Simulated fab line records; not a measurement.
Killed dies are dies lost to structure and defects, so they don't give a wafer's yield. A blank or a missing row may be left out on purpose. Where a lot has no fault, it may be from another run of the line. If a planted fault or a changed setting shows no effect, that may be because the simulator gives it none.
A single fault, viewed from 3 desks :: flow n5 finfet :: numbers are kept per desk, each desk with only its own; the story behind them comes last

## THE DEFECT DESK
Inspection counts along the route, by lot: the mean over sampled wafers that carry a number. The brackets show how far a lot's mean lies from the usual mean; more than 4 standard deviations puts the lot out of limits, marked OUT.
Columns: A = raw defect count at N5_HKMG_FIN_INSPECT_28, usual 41
lot: L851
first seen here: day 4 18:49
A: 35

lot: L852
first seen here: day 5 00:07
A: 49

lot: L854
first seen here: day 5 15:01
A: 51

lot: L858
first seen here: day 6 16:55
A: 44

lot: L862
first seen here: day 7 18:27
A: 20

lot: L866
first seen here: day 8 17:47
A: 269 (+13) OUT

lot: L869
first seen here: day 9 14:01
A: 39

lot: L870
first seen here: day 9 18:05
A: 42

lot: L871
first seen here: day 10 03:03
A: 27
Finding of this desk: L866 out of limits; the first was L866 at day 8 17:47, on raw defect count at N5_HKMG_FIN_INSPECT_28. L851, L852, L854, L858, L862, L869, L870, L871: within limits.

## FOR THE TOOL OWNER'S DESK: cmp-02
The tool's own readings at N5_HKMG_FIN_CMP_94 (polishes, stops on SiNx, t overpolish 4.7 s, target thk 43.299 nm): means of the sampled wafers that have a number, for each lot that ran on this tool. The brackets show how far a lot's mean lies from the usual mean; more than 4 standard deviations puts the lot out of limits, marked OUT.
Columns: A = motor current A at N5_HKMG_FIN_CMP_94, usual 12.3 A
lot: L862
first seen here: day 7 18:13
A: 11.8

lot: L866
first seen here: day 8 17:34
A: 11.6
This desk's finding: nothing out of limits on any of the 2 lots.

## METROLOGY DESK
What the gauges read, lot by lot, whatever tool the lot ran on: means of the sampled wafers that have a number. The brackets show how far a lot's mean lies from the usual mean; more than 4 standard deviations puts the lot out of limits, marked OUT. Of its 10 readings 7 are shown: those that lie furthest out on some lot.
Columns: A = DIBL_N at N5_BEOL_M4_RC_MEAS_101, usual 35.9 mV/V; B = DIBL_P at N5_BEOL_M4_RC_MEAS_101, usual 36.2 mV/V; C = IOFF_N at N5_BEOL_M4_RC_MEAS_101, usual 0.16 nA/um; D = ION_N at N5_BEOL_M4_RC_MEAS_101, usual 676 uA/um; E = ION_P at N5_BEOL_M4_RC_MEAS_101, usual 465 uA/um; F = SS_P at N5_BEOL_M4_RC_MEAS_101, usual 73.2 mV/dec; G = VT_N at N5_BEOL_M4_RC_MEAS_101, usual 250 mV
lot: L851
first seen here: day 8 14:21
A: 35.1
B: 34.6
C: 0.14
D: 669
E: 452
F: 72.4
G: 251

lot: L852
first seen here: day 8 21:01
A: 32.1
B: 33.1
C: 0.11
D: 658
E: 454
F: 71.9
G: 255

lot: L854
first seen here: day 9 22:53
A: 35.3
B: 36.0
C: 0.14
D: 667
E: 457
F: 73.6
G: 251

lot: L858
first seen here: day 10 02:59
A: 36.4
B: 36.8
C: 0.16
D: 680
E: 471
F: 73.1
G: 248

lot: L862
first seen here: day 11 12:02
A: 33.5
B: 34.7
C: 0.13
D: 670
E: 461
F: 72.8
G: 251

lot: L866
first seen here: day 12 05:52
A: 37.6
B: 38.5
C: 0.21
D: 690
E: 465
F: 74.3
G: 245

lot: L869
first seen here: day 13 04:31
A: 37.3
B: 38.0
C: 0.18
D: 686
E: 477
F: 73.3
G: 248

lot: L870
first seen here: day 13 15:16
A: 35.2
B: 33.8
C: 0.15
D: 670
E: 461
F: 72.6
G: 249

lot: L871
first seen here: day 13 20:48
A: 36.7
B: 36.4
C: 0.16
D: 684
E: 471
F: 73.4
G: 248
This desk's finding: nothing out of limits on any of the 9 lots.

## BROUGHT TOGETHER
The defect desk could have raised an alarm at day 8 17:47, on L866.
The tool owner's desk saw nothing out of limits.
At the metrology desk, nothing out of limits was observed.
The tool owner's desk has L866 on record, within its limits.
The metrology desk holds a record of L866, inside its limits.
The lots listed all ran N5_HKMG_FIN_CMP_94 on cmp-02.

## WHAT WAS PUT IN BY THE SIMULATOR
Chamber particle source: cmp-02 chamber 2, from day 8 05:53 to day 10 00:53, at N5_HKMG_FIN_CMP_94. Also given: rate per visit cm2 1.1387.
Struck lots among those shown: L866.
Hours from the fault's start to each desk's first reading out of limits: the defect desk, 12.
